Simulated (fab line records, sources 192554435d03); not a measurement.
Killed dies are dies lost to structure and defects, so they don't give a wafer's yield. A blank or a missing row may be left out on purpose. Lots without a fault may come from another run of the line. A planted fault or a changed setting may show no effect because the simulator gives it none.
Which tool did it? | flow n5_finfet | 10 lots, 27 wafers sampled, at 4 steps of a route of 1938

WHAT THE GAUGES READ, wafer by wafer
N5_BEOL_M4_RC_MEAS_101.
lot  | measured     | on        | VT_P (mV)
L451 | day 9 10:52  | prober-02 | -250.4 -251.0 -250.7
L452 | day 10 02:00 | prober-02 | -257.7 -254.1 -249.6
L453 | day 9 23:12  | prober-01 | -252.4 -251.4 -253.0
L454 | day 10 08:04 | prober-02 | -250.6 -219.8
L455 | day 10 05:26 | prober-01 | -252.3 -221.7
L457 | day 11 04:28 | prober-02 | -225.6 -253.3
L466 | day 12 17:22 | prober-01 | -249.3 -252.8 -252.0
L467 | day 12 22:59 | prober-02 | -250.9 -252.0 -251.4
L468 | day 14 04:22 | prober-01 | -251.2 -251.9 -253.3
L470 | day 14 06:26 | prober-01 | -252.4 -252.9 -246.7

WHICH TOOL RAN EACH LOT (tool, then ch and the chambers of the sampled wafers, then the start)
lot  | N5_SDB_CUT_ETCH_26              | N5_HKMG_FIN_STRIP_60                | N5_HKMG_FIN_PWFM_ALD_03
L451 | rie_si-01 ch 2,3, day 4 21:50   | plasma_asher-02 ch 0,1, day 5 03:36 | ald_metal-04 ch 1,2,3, day 5 05:29
L452 | rie_si-04 ch 0,1,3, day 5 04:12 | plasma_asher-01 ch 0,1, day 5 10:44 | ald_metal-02 ch 0,3, day 5 12:38
L453 | rie_si-04 ch 0,1, day 5 05:46   | plasma_asher-01 ch 1, day 5 13:22   | ald_metal-01 ch 0,3, day 5 15:07
L454 | rie_si-01 ch 1,2, day 5 14:22   | plasma_asher-02 ch 0,1, day 5 20:38 | ald_metal-02 ch 0,1, day 5 22:19
L455 | rie_si-03 ch 0,1, day 5 20:26   | plasma_asher-02 ch 0,1, day 6 02:34 | ald_metal-02 ch 1,3, day 6 04:07
L457 | rie_si-03 ch 0,2, day 6 09:13   | plasma_asher-01 ch 0,1, day 6 15:37 | ald_metal-02 ch 2, day 6 17:08
L466 | rie_si-03 ch 0,1,2, day 8 14:38 | plasma_asher-01 ch 0,1, day 8 20:26 | ald_metal-01 ch 0,2, day 8 22:08
L467 | rie_si-01 ch 0,1,2, day 8 18:05 | plasma_asher-01 ch 0,1, day 9 00:21 | ald_metal-01 ch 0,3, day 9 02:02
L468 | rie_si-04 ch 1,2,3, day 9 01:15 | plasma_asher-01 ch 0,1, day 9 06:53 | ald_metal-02 ch 1,2,3, day 9 09:07
L470 | rie_si-01 ch 0,1,2, day 9 14:22 | plasma_asher-02 ch 0,1, day 9 20:16 | ald_metal-02 ch 0,1,2, day 9 21:57
- N5_SDB_CUT_ETCH_26: etches Si in HBr/Cl2/O2, target depth 129.6 nm, bt time 20 s, time 51.8 s.
- N5_HKMG_FIN_STRIP_60: strips in N2/H2, time 360 s.
- N5_HKMG_FIN_PWFM_ALD_03: deposits TiN, target thk 2 nm, pulse time 1 s, purge time 3 s.

THE ANSWER, worked out from the rows above alone
Rule: what is usual is taken from the lots themselves. Put in order of their means at a reading, lots are off if they are a third of the lots or fewer, leave a main group of 4 or more, and stand apart from it by a gap of 3 or more times the standard deviation of the main group's means; of several such gaps the widest counts. A main group whose means are all the same, to the digits that the tables above print for the reading, isn't used. A lot without any number at a reading at which 4 lots or more have one is off too. The other lots that the step has rows for count as sound.
Off: L454, L455, L457, at N5_BEOL_M4_RC_MEAS_101 (VT_P). The main group: mean -251.8 mV, standard deviation 1.
A tool fits if, at a process step before that reading, it ran every lot that is off, and no sound lot after the first of them. The gauges at N5_BEOL_M4_RC_MEAS_101 are tried like those tools. None of those tried fits.

WHAT THE SIMULATOR HAD PUT IN
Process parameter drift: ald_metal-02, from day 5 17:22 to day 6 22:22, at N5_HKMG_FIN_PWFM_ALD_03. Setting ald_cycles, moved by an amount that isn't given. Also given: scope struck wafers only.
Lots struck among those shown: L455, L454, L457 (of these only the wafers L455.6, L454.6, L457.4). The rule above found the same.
